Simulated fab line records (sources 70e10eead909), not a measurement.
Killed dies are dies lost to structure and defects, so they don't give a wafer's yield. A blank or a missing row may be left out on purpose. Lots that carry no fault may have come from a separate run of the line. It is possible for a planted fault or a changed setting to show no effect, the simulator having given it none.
Chamber matching | flow nandHarc | NHARC_P_BONDPAD_CMP_32 on cmp-03: 4 sister chambers
The step polishes SiCN, target thk 200 nm. 16 wafers are shown with their chamber, then 8 later ones without.

WAFERS PAIRED WITH THEIR CHAMBERS
wafer  | chamber | motorCurrentA (A)
L607.1 | 2       | 13.2
L607.2 | 1       | 12.0
L607.4 | 0       | 11.7
L608.4 | 3       | 14.8
L608.5 | 1       | 13.0
L608.6 | 2       | 12.8
L611.3 | 1       | 12.7
L611.5 | 0       | 11.9
L611.6 | 3       | 14.3
L614.1 | 2       | 12.8
L614.2 | 0       | 11.5
L614.4 | 1       | 13.1
L617.2 | 3       | 14.0
L617.4 | 1       | 13.1
L617.6 | 0       | 12.1
L622.1 | 3       | 13.9

SIGNATURES (means of the wafers above)
reading       | chamber 0 | chamber 1 | chamber 2 | chamber 3 | scatter within a chamber
motorCurrentA | 11.800    | 12.780    | 12.933    | 14.250    | 0.372
Rule: for a wafer and a chamber, the distance is found by dividing, reading by reading, the gap between the wafer's reading and the chamber's mean by the reading's scatter, squaring, summing and taking the root. If the next closest chamber is less than 2 further off than the closest, the wafer can't be placed; otherwise it belongs to the closest. The scatter: the root of (the sum of the squares of (reading less its chamber's mean) over the shown wafers, divided by (wafers less chambers)).

WAFERS WITHOUT THEIR CHAMBER
wafer  | motorCurrentA (A)
L622.2 | 13.3
L622.4 | 13.1
L624.1 | 12.8
L624.2 | 11.5
L624.4 | 14.5
L628.1 | 12.4
L628.2 | 14.2
L628.6 | 12.0

EACH ONE'S CHAMBER
wafer  | from the rows above          | in truth
L622.2 | can't be placed: 2 or 1 or 3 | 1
L622.4 | can't be placed: 2 or 1      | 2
L624.1 | can't be placed: 1 or 2      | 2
L624.2 | 0                            | 0
L624.4 | 3                            | 3
L628.1 | can't be placed: 1 or 2 or 0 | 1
L628.2 | 3                            | 3
L628.6 | can't be placed: 0 or 1 or 2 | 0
Placed correctly: 3 of 8. Cannot be placed on the basis of these rows: 5; the candidates contain the true chamber in 5. Number placed wrongly: 0.
